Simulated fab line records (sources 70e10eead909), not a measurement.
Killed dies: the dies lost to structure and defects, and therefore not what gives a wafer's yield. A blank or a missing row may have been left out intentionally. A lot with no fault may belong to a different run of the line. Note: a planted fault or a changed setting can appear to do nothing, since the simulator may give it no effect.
Which tool was responsible? :: flow nand harc :: 9 lots, 27 wafers sampled, at 6 steps of a route of 1159

## WHAT EACH GAUGE READ, for each wafer
NHARC_P_M0_INSPECT_27.
lot: L075
measured: day 5 22:34
on: defect inspect-01
raw defect count: 157 186 264

lot: L077
measured: day 6 19:34
on: defect inspect-02
raw defect count: 430 453 253

lot: L079
measured: day 6 21:16
on: defect inspect-01
raw defect count: 299 360 348

lot: L083
measured: day 8 10:42
on: defect inspect-02
raw defect count: 182 276 214

lot: L085
measured: day 9 21:56
on: defect inspect-02
raw defect count: 282 186 168

lot: L087
measured: day 9 21:14
on: defect inspect-01
raw defect count: 370 261 258

lot: L091
measured: day 10 09:14
on: defect inspect-02
raw defect count: 369 308 300

lot: L093
measured: day 10 15:34
on: defect inspect-01
raw defect count: 297 292 300

lot: L095
measured: day 11 08:40
on: defect inspect-02
raw defect count: 330 380 176

## WHICH TOOL RAN EACH LOT (tool, then ch and the chambers of the sampled wafers, then the start)
lot: L075
NHARC_P_ZERO_WELL_DESCUM_13: rie diel-09 ch 1,2,3, day 1 19:25
NHARC_P_ZERO_WELL_ETCH_63: rie si-03 ch 0,1,2, day 1 19:40
NHARC_P_STI_ETCH_31: rie diel-12 ch 0,2,3, day 5 07:13 or earlier
NHARC_P_GATE_ETCH_114: rie diel-13 ch 1,2,3, day 5 07:13 or earlier
NHARC_P_GATE_DESCUM_48: rie diel-06 ch 0,1,3, day 5 07:13

lot: L077
NHARC_P_ZERO_WELL_DESCUM_13: rie diel-04 ch 0,2,3, day 2 07:29
NHARC_P_ZERO_WELL_ETCH_63: rie si-01 ch 1,2,3, day 2 07:43
NHARC_P_STI_ETCH_31: rie diel-08 ch 0,3, day 5 23:28 or earlier
NHARC_P_GATE_ETCH_114: rie diel-06 ch 0,1,3, day 5 23:28 or earlier
NHARC_P_GATE_DESCUM_48: rie diel-06 ch 2,3, day 5 23:28

lot: L079
NHARC_P_ZERO_WELL_DESCUM_13: rie diel-10 ch 1,2,3, day 2 19:19
NHARC_P_ZERO_WELL_ETCH_63: rie si-01 ch 0,2,3, day 2 19:34
NHARC_P_STI_ETCH_31: rie diel-03 ch 0,1,2, day 6 05:58 or earlier
NHARC_P_GATE_ETCH_114: rie diel-13 ch 0,1,3, day 6 05:58 or earlier
NHARC_P_GATE_DESCUM_48: rie diel-06 ch 1,2,3, day 6 05:58

lot: L083
NHARC_P_ZERO_WELL_DESCUM_13: rie diel-10 ch 0,2,3, day 3 19:25
NHARC_P_ZERO_WELL_ETCH_63: rie si-03 ch 2,3, day 3 19:40
NHARC_P_STI_ETCH_31: rie diel-12 ch 0,2, day 7 16:55 or earlier
NHARC_P_GATE_ETCH_114: rie diel-06 ch 1,3, day 7 16:55 or earlier
NHARC_P_GATE_DESCUM_48: rie diel-13 ch 1,3, day 7 16:55

lot: L085
NHARC_P_ZERO_WELL_DESCUM_13: rie diel-10 ch 0,1,3, day 4 07:25
NHARC_P_ZERO_WELL_ETCH_63: rie si-06 ch 0,3, day 4 07:39
NHARC_P_STI_ETCH_31: rie diel-03 ch 1,2, day 8 12:05 or earlier
NHARC_P_GATE_ETCH_114: rie diel-13 ch 1,2, day 8 12:05 or earlier
NHARC_P_GATE_DESCUM_48: rie diel-06 ch 0,1,3, day 8 12:05

lot: L087
NHARC_P_ZERO_WELL_DESCUM_13: rie diel-04 ch 0,2,3, day 4 19:17
NHARC_P_ZERO_WELL_ETCH_63: rie si-03 ch 1,2,3, day 4 19:34
NHARC_P_STI_ETCH_31: rie diel-08 ch 1,2,3, day 8 10:58 or earlier
NHARC_P_GATE_ETCH_114: rie diel-13 ch 0,1,2, day 8 10:58 or earlier
NHARC_P_GATE_DESCUM_48: rie diel-13 ch 1,2,3, day 8 10:58

lot: L091
NHARC_P_ZERO_WELL_DESCUM_13: rie diel-10 ch 0,1,2, day 5 19:26
NHARC_P_ZERO_WELL_ETCH_63: rie si-01 ch 1,2,3, day 5 19:42
NHARC_P_STI_ETCH_31: rie diel-12 ch 0,3, day 9 16:31 or earlier
NHARC_P_GATE_ETCH_114: rie diel-06 ch 1,2, day 9 16:31 or earlier
NHARC_P_GATE_DESCUM_48: rie diel-13 ch 1,2,3, day 9 16:31

lot: L093
NHARC_P_ZERO_WELL_DESCUM_13: rie diel-10 ch 0,1,2, day 6 07:17
NHARC_P_ZERO_WELL_ETCH_63: rie si-03 ch 1,2,3, day 6 07:31
NHARC_P_STI_ETCH_31: rie diel-08 ch 0,2, day 9 23:34 or earlier
NHARC_P_GATE_ETCH_114: rie diel-06 ch 2,3, day 9 23:34 or earlier
NHARC_P_GATE_DESCUM_48: rie diel-01 ch 1,2,3, day 9 23:34

lot: L095
NHARC_P_ZERO_WELL_DESCUM_13: rie diel-09 ch 0,3, day 6 19:28
NHARC_P_ZERO_WELL_ETCH_63: rie si-01 ch 0,2,3, day 6 19:44
NHARC_P_STI_ETCH_31: rie diel-12 ch 0,1,2, day 10 12:05 or earlier
NHARC_P_GATE_ETCH_114: rie diel-06 ch 0,1, day 10 12:05 or earlier
NHARC_P_GATE_DESCUM_48: rie diel-01 ch 0,3, day 10 12:05
- NHARC_P_ZERO_WELL_DESCUM_13: chemistry O2, time 3 s.
- NHARC_P_ZERO_WELL_ETCH_63: etches the open film in HBr/Cl2, target depth 120 nm, time 40.1 s.
- NHARC_P_STI_ETCH_31: etches the open film in CF4/CHF3, target depth 108.9 nm, time 54.5 s.
- NHARC_P_GATE_ETCH_114: etches the open film in CF4/O2, target depth 30 nm, overetch 3 nm, time 16.5 s.
- NHARC_P_GATE_DESCUM_48: chemistry O2, time 3 s.

## THE ANSWER, worked out from the rows above alone
Rule: usual is defined by the lots themselves. Put in order of their means at a reading, lots are off if they are a third of the lots or fewer, leave a main group of 4 or more, and stand apart from it by a gap of 3 or more times the standard deviation of the main group's means; of several such gaps the widest counts. Not used: any main group whose means are identical at the precision the tables above print for the reading. Also off: a lot with no number at a reading for which 4 or more lots have one. Where the step has rows for the other lots, those lots are counted as sound.
Nothing can be told from this: no lot is off at any reading shown.

## WHAT THE SIMULATOR HAD PUT IN
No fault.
